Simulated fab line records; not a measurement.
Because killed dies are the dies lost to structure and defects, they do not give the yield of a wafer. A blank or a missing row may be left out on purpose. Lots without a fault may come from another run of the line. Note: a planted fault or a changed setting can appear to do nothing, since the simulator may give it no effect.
Matching of chambers	flow nand_harc	rie_diel-11 running NHARC_P_GATE_DESCUM_31: 4 sister chambers
The step chemistry O2, time 3 s. 24 wafers are shown with their chamber, then 12 later ones without.

WAFERS, EACH WITH ITS CHAMBER
wafer	chamber	drypump_motor_current_A (A)	showerhead_plenum_p_Torr (Torr)	oes_product_au (a.u.)
L074.2	0	5.9	2.04	0.987
L074.3	2	4.8	1.87	0.970
L074.5	0	6.0	2.04	1.002
L075.2	2	4.8	1.87	0.970
L075.3	0	5.9	2.04	0.981
L075.4	1	6.6	1.94	1.001
L077.2	2	4.8	1.87	0.969
L077.3	0	5.9	2.04	0.991
L077.6	3	6.3	1.88	0.997
L080.4	2	4.8	1.86	0.983
L080.5	3	6.3	1.88	1.021
L080.6	0	5.9	2.04	1.007
L081.3	2	4.8	1.86	0.979
L081.4	3	6.3	1.88	1.019
L081.6	0	5.9	2.04	1.002
L084.3	3	6.3	1.88	1.002
L084.4	1	6.6	1.94	0.992
L084.6	1	6.6	1.94	0.986
L086.2	0	5.9	2.04	0.991
L086.3	3	6.3	1.88	1.009
L086.5	0	5.9	2.04	0.990
L085.2	3	6.3	1.88	1.013
L085.3	2	4.8	1.86	0.977
L085.6	0	5.9	2.04	0.983

SIGNATURES (means of the wafers above)
reading	chamber 0	chamber 1	chamber 2	chamber 3	scatter within a chamber
drypump_motor_current_A	5.911	6.600	4.800	6.300	0.0211
showerhead_plenum_p_Torr	2.0400	1.9400	1.8650	1.8800	0.00274
oes_product_au	0.99267	0.99300	0.97467	1.01017	0.00831
Rule: a wafer lies at a distance from a chamber equal to the root of the sum of squares, over the readings, of (its reading less the chamber's mean, divided by the reading's scatter). If the next closest chamber is less than 2 further off than the closest, the wafer can't be placed; otherwise it belongs to the closest. The scatter: the root of (the sum of the squares of (reading less its chamber's mean) over the shown wafers, divided by (wafers less chambers)).

WAFERS WITHOUT THEIR CHAMBER
wafer	drypump_motor_current_A (A)	showerhead_plenum_p_Torr (Torr)	oes_product_au (a.u.)
L091.4	6.6	1.94	0.986
L091.5	6.3	1.88	1.001
L091.6	6.0	2.04	0.988
L092.3	4.8	1.86	0.997
L092.4	5.9	2.04	1.000
L092.6	6.6	1.93	0.991
L095.1	5.9	2.04	0.994
L095.5	4.8	1.86	1.004
L095.6	6.6	1.93	0.986
L097.1	5.9	2.04	0.997
L097.3	6.6	1.93	0.998
L097.6	5.9	2.04	0.992

WHICH CHAMBER EACH ONE RAN IN
wafer	from the rows above	in truth
L091.4	1	1
L091.5	3	3
L091.6	0	0
L092.3	2	2
L092.4	0	0
L092.6	1	1
L095.1	0	0
L095.5	2	2
L095.6	1	1
L097.1	0	0
L097.3	1	1
L097.6	0	0
Correctly placed: 12 of 12. Not placeable from these rows: 0. Placed wrongly: 0.
